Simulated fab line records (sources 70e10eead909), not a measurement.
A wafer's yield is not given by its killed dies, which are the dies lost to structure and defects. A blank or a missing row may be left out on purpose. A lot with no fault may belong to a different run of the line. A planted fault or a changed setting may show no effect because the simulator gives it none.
Chamber matching / flow nand_harc / NHARC_A_DECK1_JOINT_CMP_13 on cmp-04: 4 sister chambers
The step polishes, target thk 51.023 nm. 14 wafers are shown with their chamber, then 7 later ones without.

== WAFERS PAIRED WITH THEIR CHAMBERS ==
wafer=L079.1; chamber=0; motor_current_A (A)=11.0; time_to_endpoint_s (s)=10.2
wafer=L079.3; chamber=2; motor_current_A (A)=13.6; time_to_endpoint_s (s)=10.9
wafer=L079.6; chamber=3; motor_current_A (A)=9.7; time_to_endpoint_s (s)=11.3
wafer=L081.3; chamber=2; motor_current_A (A)=14.8; time_to_endpoint_s (s)=8.5
wafer=L081.5; chamber=3; motor_current_A (A)=9.8; time_to_endpoint_s (s)=8.8
wafer=L081.6; chamber=0; motor_current_A (A)=11.4; time_to_endpoint_s (s)=6.0
wafer=L089.1; chamber=2; motor_current_A (A)=13.8; time_to_endpoint_s (s)=13.0
wafer=L089.2; chamber=0; motor_current_A (A)=11.3; time_to_endpoint_s (s)=12.6
wafer=L089.5; chamber=0; motor_current_A (A)=11.6; time_to_endpoint_s (s)=10.3
wafer=L089.3; chamber=1; motor_current_A (A)=12.9; time_to_endpoint_s (s)=9.9
wafer=L089.4; chamber=3; motor_current_A (A)=10.3; time_to_endpoint_s (s)=15.0
wafer=L089.6; chamber=1; motor_current_A (A)=11.3; time_to_endpoint_s (s)=6.5
wafer=L090.2; chamber=0; motor_current_A (A)=11.8; time_to_endpoint_s (s)=9.2
wafer=L090.4; chamber=2; motor_current_A (A)=13.9; time_to_endpoint_s (s)=8.9

SIGNATURES (averages over the wafers above)
reading=motor_current_A; chamber 0=11.420; chamber 1=12.100; chamber 2=14.025; chamber 3=9.933; scatter within a chamber=0.52
reading=time_to_endpoint_s; chamber 0=9.660; chamber 1=8.200; chamber 2=10.325; chamber 3=11.700; scatter within a chamber=2.47
Rule: a wafer lies at a distance from a chamber equal to the root of the sum of squares, over the readings, of (its reading less the chamber's mean, divided by the reading's scatter). If the next closest chamber is less than 2 further off than the closest, the wafer can't be placed; otherwise it belongs to the closest. The scatter: take each reading less its chamber's mean, square it, sum over the shown wafers, divide by the number of wafers less the number of chambers, and take the root.

== WAFERS WITH NO CHAMBER GIVEN ==
wafer=L090.5; motor_current_A (A)=11.7; time_to_endpoint_s (s)=9.7
wafer=L092.4; motor_current_A (A)=11.6; time_to_endpoint_s (s)=8.0
wafer=L092.5; motor_current_A (A)=12.6; time_to_endpoint_s (s)=1.8
wafer=L092.6; motor_current_A (A)=14.1; time_to_endpoint_s (s)=5.0
wafer=L094.1; motor_current_A (A)=12.9; time_to_endpoint_s (s)=5.0
wafer=L094.2; motor_current_A (A)=9.8; time_to_endpoint_s (s)=12.0
wafer=L094.3; motor_current_A (A)=14.4; time_to_endpoint_s (s)=9.4

== WHICH CHAMBER EACH WENT THROUGH ==
wafer=L090.5; from the rows above=can't be placed: 0 or 1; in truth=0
wafer=L092.4; from the rows above=can't be placed: 0 or 1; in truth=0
wafer=L092.5; from the rows above=can't be placed: 1 or 0 or 2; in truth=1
wafer=L092.6; from the rows above=can't be placed: 2 or 1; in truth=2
wafer=L094.1; from the rows above=can't be placed: 1 or 2 or 0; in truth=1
wafer=L094.2; from the rows above=3; in truth=3
wafer=L094.3; from the rows above=2; in truth=2
Correctly placed: 2 of 7. These rows do not allow placing 5 (true chamber among the candidates in 5). Wrongly placed: 0.
